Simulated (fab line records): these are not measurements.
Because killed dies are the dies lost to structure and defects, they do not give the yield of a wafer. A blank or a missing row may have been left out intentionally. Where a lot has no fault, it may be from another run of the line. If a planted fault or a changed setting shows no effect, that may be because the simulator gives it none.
fab line records ; flow n5Finfet ; part 2 of 2: steps 24 to 33 of 33
record: lots: 5; wafers: 15; lastDay: 18
route steps=1938 shown DUMMY_GATE@256 SPACER0@258 SD_EPI_N@262
lots that met no fault: from a run of the same line without faults
startH: the number of hours between the record's first day and the start of the first shown wafer of the lot ; waitH: hours from the lot's prior step to this one ; " the same as in the row above ; L1.1+2: a row that stands for several wafers ; - value missing, or start not given ; * or withheld: withheld ; < > ~ a bound
route shown NAME@n: a module of which the file shows steps, and the number in the route of the first ; usual: the fault-free wafers' mean and standard deviation ; same: alike in all rows ; chamber/n: place in a boat ; sites: the reading at each site ; _std_site: the values' standard deviation ; _edge_site: mean of outer sites minus mean of inner sites ; radiusMm: for every site, how far away it sits from the centre of the wafer ; mask NAME#n: copy n ; behind: the most recent tool/chamber to have shaped the wafer ; hold: the reason the lot was held/the length of the hold in hours/how it ended ; device: the transistor (n, p or np) that didn't switch ; end of line: the same wafers' tests at the end of the route ; where a step has no rows: the recipe by itself ; killed: the dies lost at the first sort to structure and to defects; this is not the yield of the wafer ; map: dies across one wafer; x = killed, . = not, _ = none there
set.NAME: the setting that was run; set.NAME@STEP: the one run at that earlier step ; model.NAME: the simulator's own value behind a step, which no gauge read
lots seen at some steps along the route; tables by step, rows by wafer
services: a tool's chamber out of use, with start hour (startH, from the record's first day; less than 0 if before it), hours out, and reason
== steps ==
step: N5_SD_EPI_N_ETCH_16
recipe: chemistry: CHF3/O2; target: SiO2; targetDepthA: 50; maskMaterial: SOC; pressureMtorr: 30; sourceW: 650; biasW: 170; Ar_flow_sccm: 200; CHF3_flow_sccm: 50; O2_flow_sccm: 5; ionEnergyEv: 200
usual: drypumpMotorCurrentA: 5.9/0.56; oesProductAu: 0.79/0.092; rfVppV: 521/4.6; showerheadPlenumPTorr: 2.40/0.091; throttleValvePct: 18.96/0.15
lot.wafer;tool;chamber;startH;waitH;drypumpMotorCurrentA;oesProductAu;rfHoursCounterH;rfVppV;showerheadPlenumPTorr;throttleValvePct
L074.1;rieDiel-02;0;51.74;0.1;6.0;0.71;207;514;2.29;18.90
L074.5;rieDiel-02;0;51.74;0.1;6.0;0.71;-;515;2.29;18.89
L074.6;rieDiel-02;1;51.74;0.1;5.5;0.77;-;524;2.32;18.85
L078.1;rieDiel-05;1;74.68;0.1;6.7;0.73;165;516;2.31;18.94
L078.3;rieDiel-05;0;74.68;0.1;6.5;0.86;60;530;2.55;18.77
L078.4;rieDiel-05;1;74.68;0.1;6.7;0.72;-;515;2.31;18.91
L084.1;rieDiel-01;3;109.75;0.1;5.4;0.77;111;524;2.42;19.15
L084.4;rieDiel-01;0;109.75;0.1;5.2;0.68;245;517;2.37;19.12
L084.6;rieDiel-01;0;109.75;0.1;5.2;0.68;-;515;2.37;19.13
L094.1;rieDiel-01;2;169.11;0.1;6.8;0.76;154;518;2.42;18.95
L094.2;rieDiel-01;1;169.11;0.1;6.0;0.88;50;525;2.46;19.13
L094.3;rieDiel-01;0;169.11;0.1;5.2;0.95;9;517;2.37;18.73
L097.1;rieDiel-02;0;189.28;0.1;6.0;1.01;1;524;2.56;18.56
L097.2;rieDiel-02;3;189.28;0.1;5.7;0.73;180;524;2.50;19.03
L097.6;rieDiel-02;1;189.28;0.1;5.5;0.72;-;525;2.30;18.94
step: N5_SD_EPI_N_STRIP_47
recipe: chemistry: CHF3/O2; resist: SiARC; rfFrequencyHz: 6e+07
lot.wafer;tool;chamber;startH;waitH
L074.1+5+6;rieDiel-02;0,0,1;51.78;0.0
L078.1+3+4;rieDiel-05;1,0,1;74.72;0.0
L084.1+4+6;rieDiel-01;3,0,0;109.79;0.0
L094.1+2+3;rieDiel-01;2,1,0;169.15;0.0
L097.1+2+6;rieDiel-02;0,3,1;189.32;0.0
step: N5_SD_EPI_N_SD_RECESS_17
recipe: chemistry: HBr/Cl2/O2; targetDepthA: 410; maskMaterial: SOC; timeS: 23.7; btTimeS: 3; pressureMtorr: 10; icpW: 800; biasW: 112; HBr_flow_sccm: 150; Cl2_flow_sccm: 80; O2_flow_sccm: 12
usual: drypumpMotorCurrentA: 5.7/0.55; oesProductAu: 0.997/0.018; throttleValvePct: 37.06/0.14
same: timeS: 23.7
lot.wafer;tool;chamber;startH;waitH;drypumpMotorCurrentA;oesProductAu;rfHoursCounterH;throttleValvePct
L074.1;rieSi-01;1;51.81;0.0;5.6;1.038;195;36.97
L074.5;rieSi-01;2;51.81;0.0;5.0;0.990;-;36.99
L074.6;rieSi-01;3;51.81;0.0;5.7;0.970;-;36.95
L078.1;rieSi-04;3;74.75;0.0;6.8;1.000;121;37.03
L078.3;rieSi-04;1;74.75;0.0;5.7;1.011;121;37.10
L078.4;rieSi-04;0;74.75;0.0;6.3;1.001;18;37.17
L084.1;rieSi-04;1;109.82;0.0;5.8;1.016;122;37.11
L084.4;rieSi-04;3;109.82;0.0;6.8;0.983;122;37.02
L084.6;rieSi-04;2;109.82;0.0;5.3;1.008;-;37.13
L094.1;rieSi-06;0;169.18;0.0;6.1;0.987;63;37.11
L094.2;rieSi-06;3;169.18;0.0;6.1;0.999;60;36.78
L094.3;rieSi-06;2;169.18;0.0;6.1;1.025;105;37.02
L097.1;rieSi-06;0;189.35;0.0;6.1;0.985;63;37.10
L097.2;rieSi-06;1;189.35;0.0;5.6;0.969;125;37.20
L097.6;rieSi-06;3;189.35;0.0;6.0;0.998;-;36.78
step: N5_SD_EPI_N_STRIP_38
recipe: chemistry: N2/H2; powerW: 1000; tempC: 250; h2Frac: 0.65; overashFraction: 0.3; pressureMtorr: withheld; n2FlowSccm: 1750; h2FlowSccm: 3250
usual: drypumpMotorCurrentA: 5.75/0.18; heaterPowerW: 364/26; oesProductAu: 0.761/0.011
lot.wafer;tool;chamber;startH;waitH;drypumpMotorCurrentA;heaterPowerW;oesProductAu;rfHoursCounterH
L074.1;plasmaAsher-02;1;51.91;0.1;5.71;370;0.754;78
L074.5;plasmaAsher-02;0;51.91;0.1;5.97;328;0.765;-
L074.6;plasmaAsher-02;1;51.91;0.1;5.72;365;0.755;-
L078.1;plasmaAsher-02;1;74.85;0.1;5.67;375;0.765;84
L078.3;plasmaAsher-02;0;74.85;0.1;5.97;330;0.784;-
L078.4;plasmaAsher-02;1;74.85;0.1;5.74;376;0.760;-
L084.1;plasmaAsher-01;0;109.91;0.1;5.41;379;0.764;42
L084.4;plasmaAsher-01;0;109.91;0.1;5.42;382;0.769;-
L084.6;plasmaAsher-01;0;109.91;0.1;5.41;375;0.764;-
L094.1;plasmaAsher-02;0;169.28;0.1;5.98;334;0.769;103
L094.2;plasmaAsher-02;1;169.28;0.1;5.70;368;0.758;103
L094.3;plasmaAsher-02;0;169.28;0.1;5.90;331;0.757;-
L097.1;plasmaAsher-01;0;189.44;0.1;5.41;368;0.751;59
L097.2;plasmaAsher-01;1;189.44;0.1;5.81;405;0.773;59
L097.6;plasmaAsher-01;1;189.44;0.1;5.81;398;0.759;-
step: N5_SD_EPI_N_WET_ETCH_43
recipe: chemistry: dHF; dilution: withheld; timeS: 14; target: SiO2; targetDepthA: 15; tempC: 25
same: timeS: 14
lot.wafer;tool;chamber;startH;waitH
L074.1+5+6;wetBench-01;3,5,1;51.99;-
L078.1+3+4;wetBench-04;1,7,6;74.93;-
L084.1+4+6;wetBench-04;7,0,2;110.00;-
L094.1+2+3;wetBench-04;3,6,4;169.37;-
L097.1+2+6;wetBench-04;5,3,6;189.53;-
step: N5_SD_EPI_N_STRIP_18
recipe: chemistry: SPM; timeS: 750; tempC: 130; h2so4H2o2VolRatio: 4
same: timeS: 750
lot.wafer;tool;chamber;startH;waitH
L074.1+5+6;wetBench-01;3,5,1;52.00;0.0
L078.1+3+4;wetBench-04;1,7,6;74.94;0.0
L084.1+4+6;wetBench-04;7,0,2;110.01;0.0
L094.1+2+3;wetBench-04;3,6,4;169.37;0.0
L097.1+2+6;wetBench-04;5,3,6;189.54;0.0
step: N5_SD_EPI_N_SRD_20
recipe: dry: ipaMarangoni; doPpb: 5; timeS: 30; tempC: 23; rinseLiquid: diw
same: timeS: 30
lot.wafer;tool;chamber;startH;waitH
L074.1+5+6;wetBench-01;3,5,1;52.21;0.0
L078.1+3+4;wetBench-04;1,7,6;75.15;0.0
L084.1+4+6;wetBench-04;7,0,2;110.22;0.0
L094.1+2+3;wetBench-04;3,6,4;169.58;0.0
L097.1+2+6;wetBench-04;5,3,6;189.75;0.0
step: N5_SD_EPI_N_PRECLEAN_48
recipe: chemistry: NF3:NH3; afsCycles: 2; tempC: 30; timeS: 20; sublimationTempC: 180; sublimationTimeS: 60; pressureTorr: 3; rfPowerW: 30
usual: sublimationTempC: 179.99/0.17
same: sublimationTimeS: 60; timeS: 20
lot.wafer;tool;chamber;startH;waitH;sublimationTempC
L074.1;epiRpcvd-03;0;52.26;0.0;180.16
L074.5;epiRpcvd-03;0;52.26;0.0;179.87
L074.6;epiRpcvd-03;0;52.26;0.0;180.05
L078.1;epiRpcvd-02;0;75.20;0.0;179.96
L078.3;epiRpcvd-02;0;75.20;0.0;180.00
L078.4;epiRpcvd-02;0;75.20;0.0;180.26
L084.1;epiRpcvd-04;0;110.27;0.0;180.18
L084.4;epiRpcvd-04;0;110.27;0.0;180.01
L084.6;epiRpcvd-04;0;110.27;0.0;180.23
L094.1;epiRpcvd-02;0;169.63;0.0;180.19
L094.2;epiRpcvd-02;0;169.63;0.0;180.00
L094.3;epiRpcvd-02;0;169.63;0.0;180.16
L097.1;epiRpcvd-02;0;189.80;0.0;179.69
L097.2;epiRpcvd-02;0;189.80;0.0;179.95
L097.6;epiRpcvd-02;0;189.80;0.0;179.96
step: N5_SD_EPI_N_VAPOR_ETCH_50
recipe: chemistry: HCl; target: Si; tempC: 775; timeS: 54; pressureTorr: 20; mode: isotropic
usual: throttleValvePct: 11.80/0.16
same: timeS: 54
lot.wafer;tool;chamber;startH;waitH;throttleValvePct
L074.1;epiRpcvd-03;0;52.62;0.3;11.68
L074.5;epiRpcvd-03;0;52.62;0.3;11.94
L074.6;epiRpcvd-03;0;52.62;0.3;11.58
L078.1;epiRpcvd-02;0;75.56;0.3;11.82
L078.3;epiRpcvd-02;0;75.56;0.3;11.84
L078.4;epiRpcvd-02;0;75.56;0.3;11.96
L084.1;epiRpcvd-04;0;110.63;0.3;11.91
L084.4;epiRpcvd-04;0;110.63;0.3;12.07
L084.6;epiRpcvd-04;0;110.63;0.3;11.82
L094.1;epiRpcvd-02;0;169.99;0.3;11.82
L094.2;epiRpcvd-02;0;169.99;0.3;11.83
L094.3;epiRpcvd-02;0;169.99;0.3;11.67
L097.1;epiRpcvd-02;0;190.16;0.3;12.07
L097.2;epiRpcvd-02;0;190.16;0.3;11.86
L097.6;epiRpcvd-02;0;190.16;0.3;11.75
step: N5_SD_EPI_N_EPI_21
recipe: material: Si:P; dopant: P; tempC: 680; pressureTorr: 255; timeS: 690
same: timeS: 690
lot.wafer;tool;chamber;startH;waitH
L074.1+5+6;epiRpcvd-03;0;52.80;0.1
L078.1+3+4;epiRpcvd-02;0;75.74;0.1
L084.1+4+6;epiRpcvd-04;0;110.81;0.1
L094.1+2+3;epiRpcvd-02;0;170.17;0.1
L097.1+2+6;epiRpcvd-02;0;190.34;0.1
== services ==
tool;chamber;startH;hours;kind
epiRpcvd-02;-;29.58;2.8;pm
wetBench-06;-;33.66;1.9;pm
rieDiel-01;-;47.26;0.4;repair
rieDiel-05;2;47.66;10.7;repair
rieDiel-05;1;54.83;4.8;repair
rieDiel-01;3;56.28;2.0;repair
aldSin-01;-;85.25;14.0;pm
rieDiel-01;2;88.70;4.5;repair
aldSin-04;0;91.54;10.6;repair
arfiScanner-03;-;103.99;1.3;pm
arfiScanner-03;-;105.55;3.1;pm
epiRpcvd-03;-;109.76;2.8;pm
rieDiel-01;0;112.90;5.7;repair
arfiScanner-03;-;123.03;0.8;pm
arfiScanner-03;-;142.89;0.8;pm
epiRpcvd-02;-;142.97;0.6;repair
rieDiel-05;2;143.71;5.1;repair
aldSin-04;1;151.67;3.7;repair
arfiScanner-03;-;155.10;1.0;pm
rieDiel-02;0;158.33;3.4;repair
rieDiel-02;3;159.94;8.9;repair
aldSin-01;0;167.08;11.0;repair
aldSin-04;-;171.98;2.8;pm
rieDiel-05;-;187.38;0.9;repair
